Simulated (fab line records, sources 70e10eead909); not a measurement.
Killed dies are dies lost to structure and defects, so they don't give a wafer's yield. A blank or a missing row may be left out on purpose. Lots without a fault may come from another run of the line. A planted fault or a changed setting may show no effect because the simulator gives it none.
Chamber matching | flow nand_harc | NHARC_P_BONDPAD_STRIP_15 on rie_diel-06: 4 sister chambers
The step strips in O2. 4 wafers are shown with their chamber, then 12 later ones without.

WAFERS WITH THEIR CHAMBER
wafer  | chamber | showerhead_plenum_p_Torr (Torr)
L087.6 | 0       | 3.57
L090.2 | 1       | 3.66
L090.5 | 3       | 3.67
L090.6 | 2       | 3.51

WAFERS WITHOUT THEIR CHAMBER
wafer  | showerhead_plenum_p_Torr (Torr)
L092.1 | 3.57
L092.3 | 3.66
L092.4 | 3.67
L091.2 | 3.57
L091.3 | 3.66
L091.6 | 3.67
L097.2 | 3.66
L097.4 | 3.67
L097.6 | 3.56
L096.2 | 3.51
L096.3 | 3.56
L096.6 | 3.66

WHICH CHAMBER EACH WENT THROUGH
wafer  | from the rows above | in truth
L092.1 | 0                   | 0
L092.3 | 1                   | 1
L092.4 | 3                   | 3
L091.2 | 0                   | 0
L091.3 | 1                   | 1
L091.6 | 3                   | 3
L097.2 | 1                   | 1
L097.4 | 3                   | 3
L097.6 | 0                   | 0
L096.2 | 2                   | 2
L096.3 | 0                   | 0
L096.6 | 1                   | 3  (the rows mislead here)
Placed correctly: 11 of 12. Can't be placed from these rows: 0. Placed wrongly: 1.
How it was worked out, from the rows above alone: a wafer's distance from a chamber is the root of the sum, over the readings, of the square of ((its reading less the chamber's mean) divided by the reading's scatter). The wafer belongs to the nearest chamber; if the next one is less than 2 further off, it can't be placed. A chamber's mean is the mean of its shown wafers. The scatter: with one shown wafer a chamber, the root of the mean of the squares of how far each hidden wafer lies from its nearest shown one.
